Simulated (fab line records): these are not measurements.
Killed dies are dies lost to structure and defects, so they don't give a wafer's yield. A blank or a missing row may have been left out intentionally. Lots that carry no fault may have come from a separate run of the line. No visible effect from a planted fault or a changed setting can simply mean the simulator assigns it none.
fab line records    flow n5-finfet    part 1 of 2: steps 1 to 4 of 6
[record] lots = 17  wafers = 51  last-day = 17
route steps=1938 shown FIN_SAQP@114
lots that met no fault: taken from a fault-free run of the same line
start-h: hours from the record's opening day to when the first of the lot's shown wafers began    wait-h: how many hours have passed since the lot's step before this one    " identical to the entry in the row above    L1.1+2: several wafers, shown together as one row    - value missing, or start not given    * or withheld: withheld    < > ~ a bound
route shown NAME@n: a module of which the file shows steps, and the number in the route of the first    usual: the fault-free wafers' mean and standard deviation    same: alike in all rows    chamber/n: place in a boat    sites: per-site readings    _std_site: the standard deviation of these    _edge_site: mean of outer sites minus mean of inner sites    radius-mm: for every site, how far away it sits from the centre of the wafer    mask NAME#n: copy n    behind: tool/chamber where the wafer was last shaped    hold: why the lot was held/for how many hours/how that ended    device: the transistor (n, p or np) that didn't switch    end of line: the tests these same wafers got at the end of their route    for a step that has no rows: nothing shown but its recipe    killed: the dies lost at the first sort to structure and to defects; this is not the yield of the wafer    map: dies across one wafer; x = killed, . = not, _ = none there
set.NAME: setting as actually run; set.NAME@STEP: the setting as run at that earlier step    model.NAME: the simulator's own value behind a step, which no gauge read
one table for each step of the route and one row for each wafer, over a sample of lots
services: the hour from which a tool's chamber was out of use, counted from the record's first day as start-h (under 0 if before that day), plus the number of hours and why
[[steps]]
[step N5_FIN_SAQP_DESCUM_21]
[recipe] chemistry = O2  time-s = 7.9  source-power-w = 50  bias-power-w = 20  pressure-mtorr = 20  rf-frequency-hz = 2.712e+07  temp-c = 40  resist = CAR-ArF  o2-flow-sccm = 225
[usual] drypump-motor-current-A = 5.7/0.38  oes-product-au = 0.79/0.085  rf-vpp-V = 243.3/1.3  showerhead-plenum-p-Torr = 2.09/0.067  throttle-valve-pct = 20.46/0.25
lot.wafer  tool         chamber  start-h  wait-h  drypump-motor-current-A  oes-product-au  rf-hours-counter-h  rf-vpp-V  showerhead-plenum-p-Torr  throttle-valve-pct
L075.1     rie-diel-01  0        28.36    0.1     6.5                      0.70            230                 241.3     1.97                      20.27
L075.2     "            1        "        "       5.3                      0.77            140                 244.3     2.08                      20.50
L075.4     "            2        "        "       5.3                      0.71            213                 243.8     2.15                      20.59
L076.2     rie-diel-04  1        33.78    0.0     5.5                      0.75            183                 244.8     2.16                      20.68
L076.5     "            1        "        "       5.5                      0.74            -                   245.6     2.16                      20.67
L076.6     "            2        "        "       5.5                      0.76            -                   244.1     2.12                      20.66
L078.4     rie-diel-01  0        45.67    0.0     6.5                      0.69            237                 241.4     1.96                      20.26
L078.5     "            3        "        "       5.4                      0.90            -                   243.6     2.15                      20.58
L078.6     "            0        "        "       6.5                      0.70            -                   241.0     1.96                      20.25
L080.1     rie-diel-06  2        57.48    0.0     5.3                      1.01            3                   243.3     2.14                      20.12
L080.2     "            1        "        "       5.7                      0.71            212                 241.3     1.97                      20.63
L080.6     "            2        "        "       5.3                      1.00            -                   242.7     2.14                      20.14
L081.2     rie-diel-06  0        64.18    0.0     6.0                      0.77            145                 242.7     2.03                      20.84
L081.4     "            0        "        "       6.0                      0.77            -                   241.9     2.03                      20.86
L081.5     "            2        "        "       5.3                      0.99            -                   243.5     2.14                      20.14
L083.2     rie-diel-01  1        77.54    0.0     5.4                      0.75            158                 243.4     2.08                      20.54
L083.5     "            0        "        "       6.5                      0.66            -                   241.6     1.96                      20.28
L083.6     "            2        "        "       5.3                      0.68            -                   243.0     2.14                      20.64
L085.2     rie-diel-01  3        88.64    0.0     5.4                      0.88            46                  245.0     2.15                      20.60
L085.4     "            1        "        "       5.4                      0.76            -                   242.7     2.08                      20.52
L085.6     "            3        "        "       5.4                      0.88            -                   244.4     2.15                      20.62
L086.2     rie-diel-06  2        94.66    0.0     5.3                      0.94            16                  243.8     2.14                      20.14
L086.4     "            3        "        "       6.0                      0.79            85                  243.0     2.10                      20.22
L086.6     "            3        "        "       6.0                      0.80            -                   244.4     2.10                      20.22
L087.1     rie-diel-06  3        99.33    0.0     6.0                      0.80            87                  243.6     2.10                      20.23
L087.4     "            0        "        "       6.0                      0.76            159                 241.3     2.02                      20.87
L087.6     "            2        "        "       5.3                      0.97            -                   244.9     2.13                      20.14
L088.2     rie-diel-06  3        105.61   0.3     6.0                      0.80            88                  243.6     2.10                      20.22
L088.3     "            0        "        "       6.1                      0.75            161                 241.6     2.02                      20.88
L088.4     "            2        "        "       5.3                      0.95            19                  245.3     2.13                      20.15
L089.2     rie-diel-06  1        111.04   0.0     5.7                      0.70            224                 240.8     1.97                      20.66
L089.4     "            0        "        "       6.0                      0.75            162                 241.6     2.02                      20.88
L089.6     "            0        "        "       6.1                      0.74            -                   242.1     2.02                      20.88
L090.2     rie-diel-01  3        117.63   0.1     5.4                      0.87            56                  243.2     2.14                      20.62
L090.3     "            2        "        "       5.3                      0.69            247                 244.5     2.13                      20.66
L090.4     "            0        "        "       6.5                      0.97            6                   245.4     2.22                      19.98
L091.3     rie-diel-04  0        123.75   0.0     5.9                      0.75            120                 243.0     2.04                      20.30
L091.4     "            3        "        "       6.1                      0.75            141                 243.2     2.02                      20.25
L091.5     "            1        "        "       5.5                      0.71            -                   243.9     2.15                      20.70
L092.2     rie-diel-06  1        129.31   0.0     5.7                      0.70            229                 241.3     1.97                      20.69
L092.3     "            2        "        "       5.3                      0.93            26                  244.4     2.13                      20.16
L092.4     "            3        "        "       6.0                      0.78            95                  244.5     2.10                      20.23
L093.1     rie-diel-01  0        135.86   0.0     6.5                      0.95            14                  246.6     2.22                      19.99
L093.3     "            3        "        "       5.4                      0.85            63                  243.2     2.14                      20.63
L093.4     "            1        "        "       5.3                      0.74            -                   242.6     2.07                      20.56
L096.1     rie-diel-04  3        154.65   0.5     6.1                      0.75            151                 242.2     2.02                      20.27
L096.4     "            1        "        "       5.5                      0.71            219                 244.6     2.15                      20.72
L096.6     "            1        "        "       5.5                      0.71            -                   243.9     2.15                      20.73
L097.4     rie-diel-04  2        160.28   0.0     5.5                      0.73            169                 243.5     2.11                      20.72
L097.5     "            1        "        "       5.5                      0.72            -                   244.7     2.15                      20.72
L097.6     "            2        "        "       5.5                      0.73            -                   242.5     2.11                      20.70
[step N5_FIN_SAQP_HM_OPEN_73]
[recipe] chemistry = CHF3/O2  target = SiO2  stop-on = a-Si  target-depth-a = 120  over-etch-frac = 1.8  mask-material = SOC  time-s = 16.8  pressure-mtorr = 30  source-w = 650  bias-w = 170  Ar_flow_sccm = 200  CHF3_flow_sccm = 50  O2_flow_sccm = 5  ion-energy-ev = 200  ends = end-point
[usual] bias-w = 169.9/0.54  drypump-motor-current-A = 5.7/0.38  oes_ar_750_au = 0.79/0.079  oes-product-au = 0.47/0.046  rf-vpp-V = 524/8.6  showerhead-plenum-p-Torr = 2.40/0.079  throttle-valve-pct = 18.86/0.26
lot.wafer  tool         chamber  start-h  wait-h  bias-w  drypump-motor-current-A  oes_ar_750_au  oes-product-au  rf-hours-counter-h  rf-vpp-V  showerhead-plenum-p-Torr  throttle-valve-pct
L075.1     rie-diel-01  0        28.56    0.0     169.9   6.5                      0.69           0.42            230                 522       2.28                      18.77
L075.2     "            1        "        "       169.9   5.4                      0.77           0.47            140                 530       2.43                      19.08
L075.4     "            2        "        "       170.4   5.3                      0.71           0.43            213                 529       2.49                      19.16
L076.2     rie-diel-04  1        33.98    0.0     170.1   5.5                      0.72           0.44            183                 527       2.48                      19.07
L076.5     "            1        "        "       170.3   5.5                      0.72           0.45            -                   527       2.48                      19.09
L076.6     "            2        "        "       169.7   5.5                      0.76           0.47            -                   534       2.41                      18.88
L078.4     rie-diel-01  0        45.86    0.0     169.6   6.5                      0.69           0.42            237                 523       2.28                      18.78
L078.5     "            3        "        "       170.0   5.4                      0.90           0.53            -                   512       2.45                      18.85
L078.6     "            0        "        "       170.0   6.5                      0.69           0.41            -                   525       2.28                      18.78
L080.1     rie-diel-06  2        57.68    0.0     170.8   5.3                      0.98           0.58            3                   526       2.49                      18.68
L080.2     "            1        "        "       170.1   5.7                      0.72           0.43            212                 503       2.29                      19.10
L080.6     "            2        "        "       170.6   5.3                      0.98           0.59            -                   525       2.49                      18.65
L081.2     rie-diel-06  0        64.38    0.0     169.0   6.0                      0.78           0.46            145                 511       2.31                      19.11
L081.4     "            0        "        "       169.3   6.0                      0.79           0.47            -                   513       2.31                      19.10
L081.5     "            2        "        "       170.2   5.3                      0.98           0.59            -                   527       2.49                      18.68
L083.2     rie-diel-01  1        77.73    0.0     171.2   5.3                      0.76           0.46            158                 531       2.43                      19.09
L083.5     "            0        "        "       169.8   6.5                      0.68           0.41            -                   522       2.27                      18.79
L083.6     "            2        "        "       170.1   5.3                      0.70           0.42            -                   532       2.48                      19.15
L085.2     rie-diel-01  3        88.84    0.0     170.4   5.4                      0.87           0.52            46                  513       2.45                      18.88
L085.4     "            1        "        "       170.8   5.3                      0.76           0.46            -                   531       2.42                      19.13
L085.6     "            3        "        "       169.8   5.4                      0.87           0.51            -                   514       2.45                      18.86
L086.2     rie-diel-06  2        94.86    0.0     170.4   5.3                      0.94           0.56            16                  526       2.48                      18.68
L086.4     "            3        "        "       170.1   6.0                      0.80           0.48            85                  531       2.42                      18.63
L086.6     "            3        "        "       170.6   6.0                      0.80           0.47            -                   531       2.42                      18.64
L087.1     rie-diel-06  3        99.52    0.0     170.0   6.0                      0.80           0.47            87                  530       2.42                      18.62
L087.4     "            0        "        "       168.3   6.0                      0.77           0.45            159                 512       2.31                      19.10
L087.6     "            2        "        "       169.8   5.3                      0.94           0.57            -                   527       2.48                      18.67
L088.2     rie-diel-06  3        105.81   0.0     170.0   6.0                      0.80           0.48            88                  533       2.42                      18.64
L088.3     "            0        "        "       169.5   6.0                      0.76           0.44            161                 513       2.31                      19.13
L088.4     "            2        "        "       169.7   5.3                      0.93           0.56            19                  526       2.48                      18.69
L089.2     rie-diel-06  1        111.24   0.0     170.1   5.7                      0.72           0.43            224                 505       2.28                      19.14
L089.4     "            0        "        "       170.8   6.0                      0.77           0.45            162                 512       2.31                      19.13
L089.6     "            0        "        "       169.9   6.1                      0.77           0.46            -                   514       2.30                      19.13
L090.2     rie-diel-01  3        117.83   0.0     169.9   5.4                      0.86           0.51            56                  513       2.44                      18.90
L090.3     "            2        "        "       170.0   5.3                      0.69           0.42            248                 530       2.48                      19.20
L090.4     "            0        "        "       169.9   6.5                      0.95           0.57            7                   532       2.56                      18.43
L091.3     rie-diel-04  0        123.95   0.0     170.6   5.9                      0.78           0.47            120                 527       2.33                      18.53
L091.4     "            3        "        "       169.8   6.1                      0.77           0.46            141                 527       2.31                      18.50
L091.5     "            1        "        "       169.4   5.5                      0.71           0.43            -                   527       2.47                      19.13
L092.2     rie-diel-06  1        129.51   0.0     169.8   5.7                      0.72           0.43            229                 504       2.28                      19.14
L092.3     "            2        "        "       169.3   5.3                      0.92           0.55            26                  526       2.48                      18.69
L092.4     "            3        "        "       169.6   6.0                      0.79           0.47            95                  530       2.42                      18.67
L093.1     rie-diel-01  0        136.06   0.0     170.1   6.5                      0.93           0.56            14                  532       2.56                      18.47
L093.3     "            3        "        "       169.8   5.4                      0.84           0.50            64                  513       2.44                      18.91
L093.4     "            1        "        "       168.6   5.4                      0.75           0.45            -                   528       2.42                      19.14
L096.1     rie-diel-04  3        154.84   0.0     170.7   6.1                      0.77           0.45            151                 527       2.31                      18.52
L096.4     "            1        "        "       170.4   5.6                      0.70           0.43            219                 528       2.47                      19.15
L096.6     "            1        "        "       171.1   5.6                      0.69           0.43            -                   527       2.47                      19.14
L097.4     rie-diel-04  2        160.47   0.0     168.9   5.5                      0.72           0.44            169                 534       2.40                      18.96
L097.5     "            1        "        "       170.0   5.6                      0.70           0.43            -                   527       2.47                      19.14
L097.6     "            2        "        "       169.6   5.6                      0.73           0.44            -                   534       2.40                      18.94
[step N5_FIN_SAQP_ETCH_67]
[recipe] chemistry = CH3F/O2  target = SiNx  target-depth-a = 300  mask-material = SOC  pressure-mtorr = 30  source-w = 395  bias-w = 73  Ar_flow_sccm = 150  CH3F_flow_sccm = 30  O2_flow_sccm = 20  ion-energy-ev = 120
[usual] bias-w = 72.99/0.23  drypump-motor-current-A = 5.7/0.35  oes_ar_750_au = 0.78/0.07  oes-product-au = 0.78/0.074  rf-vpp-V = 298/4.2  showerhead-plenum-p-Torr = 1.99/0.064  throttle-valve-pct = 16.36/0.25
lot.wafer  tool         chamber  start-h  wait-h  bias-w  drypump-motor-current-A  oes_ar_750_au  oes-product-au  rf-hours-counter-h  rf-vpp-V  showerhead-plenum-p-Torr  throttle-valve-pct
L075.1     rie-diel-06  3        31.25    0.0     72.96   6.0                      0.83           0.84            61                  302       2.02                      16.14
L075.2     "            1        "        "       73.33   5.7                      0.74           0.72            202                 286       1.89                      16.61
L075.4     "            0        "        "       73.25   6.0                      0.79           0.79            -                   292       1.92                      16.64
L076.2     rie-diel-04  0        37.12    0.0     73.12   5.9                      0.81           0.81            90                  298       1.94                      16.04
L076.5     "            1        "        "       72.99   5.5                      0.72           0.73            -                   298       2.06                      16.63
L076.6     "            2        "        "       72.95   5.6                      0.76           0.76            -                   303       2.00                      16.42
L078.4     rie-diel-04  0        48.45    0.0     72.99   5.9                      0.80           0.80            94                  297       1.94                      16.06
L078.5     "            0        "        "       72.89   5.9                      0.80           0.81            -                   298       1.94                      16.06
L078.6     "            1        "        "       72.97   5.6                      0.72           0.73            -                   298       2.06                      16.64
L080.1     rie-diel-06  3        60.30    0.0     72.85   6.0                      0.81           0.82            73                  301       2.02                      16.15
L080.2     "            1        "        "       73.07   5.7                      0.73           0.71            213                 286       1.89                      16.63
L080.6     "            2        "        "       72.79   5.3                      0.98           0.98            -                   298       2.07                      16.15
L081.2     rie-diel-01  0        67.16    0.0     73.16   6.5                      0.68           0.68            244                 296       1.88                      16.35
L081.4     "            1        "        "       72.87   5.3                      0.76           0.75            153                 301       2.02                      16.62
L081.5     "            1        "        "       72.95   5.4                      0.76           0.75            -                   300       2.02                      16.62
L083.2     rie-diel-04  1        80.71    0.0     72.73   5.5                      0.71           0.72            194                 300       2.06                      16.65
L083.5     "            3        "        "       72.96   6.1                      0.79           0.78            -                   299       1.92                      16.04
L083.6     "            0        "        "       73.26   5.9                      0.79           0.78            -                   296       1.94                      16.07
L085.2     rie-diel-04  2        93.23    0.0     73.25   5.5                      0.74           0.75            147                 302       2.00                      16.46
L085.4     "            0        "        "       73.53   5.9                      0.80           0.79            109                 299       1.94                      16.09
L085.6     "            2        "        "       73.08   5.5                      0.74           0.75            -                   302       2.00                      16.46
L086.2     rie-diel-01  0        97.51    0.0     72.94   6.5                      1.00           1.00            0                   302       2.13                      15.95
L086.4     "            1        "        "       72.84   5.4                      0.75           0.74            166                 300       2.01                      16.66
L086.6     "            0        "        "       73.06   6.5                      0.99           1.00            -                   301       2.13                      15.93
L087.1     rie-diel-06  1        102.33   0.0     73.22   5.7                      0.72           0.71            221                 287       1.89                      16.66
L087.4     "            0        "        "       72.89   6.0                      0.76           0.76            160                 292       1.92                      16.71
L087.6     "            3        "        "       72.95   6.0                      0.80           0.79            -                   301       2.01                      16.20
L088.2     rie-diel-04  1        108.48   0.0     72.64   5.5                      0.71           0.72            203                 300       2.06                      16.66
L088.3     "            0        "        "       73.39   5.9                      0.78           0.78            115                 299       1.93                      16.09
L088.4     "            3        "        "       73.12   6.1                      0.78           0.78            136                 298       1.92                      16.05
L089.2     rie-diel-06  3        113.82   0.0     73.24   6.0                      0.79           0.79            90                  300       2.01                      16.21
L089.4     "            1        "        "       73.16   5.7                      0.73           0.70            224                 287       1.89                      16.65
L089.6     "            0        "        "       73.01   6.0                      0.76           0.76            -                   289       1.92                      16.70
L090.2     rie-diel-04  2        120.52   0.0     73.15   5.5                      0.74           0.74            155                 302       1.99                      16.47
L090.3     "            0        "        "       72.88   5.8                      0.78           0.77            119                 299       1.93                      16.11
L090.4     "            3        "        "       73.16   6.1                      0.78           0.77            139                 299       1.92                      16.08
L091.3     rie-diel-04  3        126.78   0.0     73.04   6.1                      0.78           0.78            141                 301       1.92                      16.08
L091.4     "            2        "        "       72.84   5.5                      0.74           0.73            157                 303       1.99                      16.49
L091.5     "            1        "        "       73.26   5.5                      0.70           0.71            -                   299       2.05                      16.68
L092.2     rie-diel-01  3        132.85   0.0     73.17   5.4                      0.85           0.86            62                  292       2.03                      16.40
L092.3     "            0        "        "       73.10   6.5                      0.93           0.95            13                  302       2.12                      15.96
L092.4     "            0        "        "       72.58   6.5                      0.93           0.95            -                   302       2.12                      15.95
L093.1     rie-diel-04  2        138.90   0.0     73.11   5.5                      0.72           0.73            162                 304       1.99                      16.47
L093.3     "            3        "        "       73.14   6.1                      0.77           0.76            146                 299       1.92                      16.09
L093.4     "            1        "        "       72.91   5.6                      0.70           0.71            214                 298       2.05                      16.68
L096.1     rie-diel-04  3        157.49   0.0     73.05   6.1                      0.77           0.76            152                 301       1.91                      16.12
L096.4     "            2        "        "       73.07   5.5                      0.73           0.73            168                 303       1.99                      16.50
L096.6     "            0        "        "       72.81   5.9                      0.77           0.76            -                   298       1.93                      16.11
L097.4     rie-diel-04  0        163.24   0.0     73.01   5.9                      0.77           0.75            134                 299       1.93                      16.15
L097.5     "            0        "        "       73.47   5.9                      0.76           0.75            -                   300       1.93                      16.15
L097.6     "            3        "        "       72.89   6.1                      0.77           0.75            -                   299       1.91                      16.11
[step N5_FIN_SAQP_SPACER2_ETCHBACK_29]
[recipe] chemistry = CHF3/O2  mode = anisotropic-etchback  target = SiO2  target-depth-a = 122  time-s = 6.1  pressure-mtorr = 30  source-w = 650  bias-w = 170  Ar_flow_sccm = 200  CHF3_flow_sccm = 50  O2_flow_sccm = 5  ion-energy-ev = 200
[usual] bias-w = 169.9/0.5  drypump-motor-current-A = 5.7/0.37  oes_ar_750_au = 0.79/0.076  oes-product-au = 0.79/0.081  rf-vpp-V = 524/8.4  showerhead-plenum-p-Torr = 2.40/0.079  throttle-valve-pct = 18.92/0.25
lot.wafer  tool         chamber  start-h  wait-h  bias-w  drypump-motor-current-A  oes_ar_750_au  oes-product-au  rf-hours-counter-h  rf-vpp-V  showerhead-plenum-p-Torr  throttle-valve-pct
L075.1     rie-diel-01  3        31.92    0.2     169.7   5.4                      0.92           0.92            26                  513       2.45                      18.91
L075.2     "            0        "        "       169.3   6.5                      0.69           0.69            231                 523       2.28                      18.84
L075.4     "            1        "        "       170.1   5.4                      0.77           0.77            141                 530       2.43                      19.16
L076.2     rie-diel-06  1        37.69    0.2     170.1   5.7                      0.73           0.71            204                 506       2.29                      19.15
L076.5     "            3        "        "       170.1   6.0                      0.82           0.83            -                   531       2.43                      18.66
L076.6     "            1        "        "       170.4   5.7                      0.73           0.72            -                   504       2.29                      19.17
L078.4     rie-diel-04  0        49.18    0.0     170.4   5.9                      0.80           0.80            94                  526       2.34                      18.56
L078.5     "            3        "        "       170.0   6.1                      0.80           0.79            -                   526       2.32                      18.55
L078.6     "            0        "        "       169.8   5.8                      0.81           0.79            -                   524       2.34                      18.55
L080.1     rie-diel-01  1        61.03    0.3     169.6   5.4                      0.76           0.76            151                 529       2.43                      19.17
L080.2     "            2        "        "       170.3   5.3                      0.70           0.70            224                 529       2.49                      19.21
L080.6     "            0        "        "       170.6   6.5                      0.69           0.67            -                   524       2.28                      18.85
L081.2     rie-diel-04  0        67.73    0.2     170.2   5.9                      0.80           0.79            100                 525       2.33                      18.59
L081.4     "            2        "        "       169.8   5.5                      0.75           0.76            -                   536       2.41                      18.97
L081.5     "            3        "        "       169.9   6.1                      0.80           0.79            -                   526       2.32                      18.55
L083.2     rie-diel-04  3        81.28    0.2     170.4   6.1                      0.79           0.79            127                 528       2.32                      18.56
L083.5     "            2        "        "       170.2   5.6                      0.74           0.74            -                   535       2.41                      18.98
L083.6     "            1        "        "       170.0   5.5                      0.72           0.72            -                   527       2.48                      19.17
L085.2     rie-diel-06  0        93.95    0.2     169.5   6.0                      0.77           0.77            157                 512       2.31                      19.20
L085.4     "            3        "        "       169.8   6.0                      0.80           0.81            85                  531       2.42                      18.72
L085.6     "            1        "        "       169.9   5.7                      0.72           0.72            -                   504       2.29                      19.21
L086.2     rie-diel-04  3        98.12    0.2     170.6   6.1                      0.79           0.78            133                 526       2.32                      18.57
L086.4     "            2        "        "       170.0   5.6                      0.75           0.73            149                 538       2.40                      18.98
L086.6     "            1        "        "       169.5   5.5                      0.71           0.71            -                   527       2.48                      19.17
L087.1     rie-diel-06  1        102.90   0.2     170.1   5.7                      0.71           0.72            221                 504       2.29                      19.21
L087.4     "            3        "        "       169.4   6.0                      0.80           0.80            88                  530       2.42                      18.72
L087.6     "            2        "        "       169.9   5.3                      0.93           0.94            -                   526       2.48                      18.75
L088.2     rie-diel-01  0        109.12   0.2     170.1   6.5                      0.97           0.98            4                   532       2.56                      18.53
L088.3     "            1        "        "       168.8   5.4                      0.75           0.74            170                 530       2.42                      19.21
L088.4     "            3        "        "       169.5   5.4                      0.86           0.88            53                  514       2.44                      18.96
L089.2     rie-diel-06  3        114.40   0.2     168.8   6.0                      0.80           0.80            90                  530       2.42                      18.72
L089.4     "            2        "        "       169.3   5.3                      0.93           0.93            22                  526       2.48                      18.76
L089.6     "            0        "        "       171.0   6.1                      0.76           0.76            -                   511       2.30                      19.21
L090.2     rie-diel-04  3        121.31   0.4     170.3   6.1                      0.78           0.78            140                 526       2.31                      18.58
L090.3     "            2        "        "       169.4   5.5                      0.74           0.75            155                 535       2.40                      18.99
L090.4     "            1        "        "       169.2   5.5                      0.71           0.70            207                 527       2.47                      19.19
L091.3     rie-diel-01  1        127.36   0.2     170.0   5.4                      0.75           0.74            177                 529       2.42                      19.22
L091.4     "            2        "        "       170.9   5.3                      0.69           0.69            251                 529       2.48                      19.28
L091.5     "            0        "        "       169.7   6.5                      0.93           0.96            -                   531       2.56                      18.51
L092.2     rie-diel-01  1        133.49   0.2     170.8   5.4                      0.74           0.73            180                 531       2.42                      19.22
L092.3     "            3        "        "       170.3   5.4                      0.84           0.85            63                  513       2.44                      18.97
L092.4     "            3        "        "       169.7   5.4                      0.85           0.86            -                   513       2.44                      18.99
L093.1     rie-diel-06  1        139.47   0.2     170.5   5.7                      0.71           0.70            232                 505       2.28                      19.22
L093.3     "            2        "        "       169.9   5.3                      0.91           0.92            29                  526       2.48                      18.77
L093.4     "            0        "        "       169.9   6.0                      0.76           0.75            171                 512       2.30                      19.22
L096.1     rie-diel-04  2        158.06   0.2     170.6   5.5                      0.72           0.73            168                 534       2.40                      19.01
L096.4     "            3        "        "       170.4   6.1                      0.76           0.77            152                 526       2.31                      18.61
L096.6     "            0        "        "       170.1   5.9                      0.77           0.75            -                   525       2.32                      18.63
L097.4     rie-diel-01  0        163.82   0.2     169.9   6.5                      0.90           0.92            26                  530       2.55                      18.56
L097.5     "            2        "        "       169.7   5.3                      0.95           0.95            -                   530       2.47                      18.89
L097.6     "            1        "        "       170.2   5.3                      0.73           0.73            -                   528       2.41                      19.26
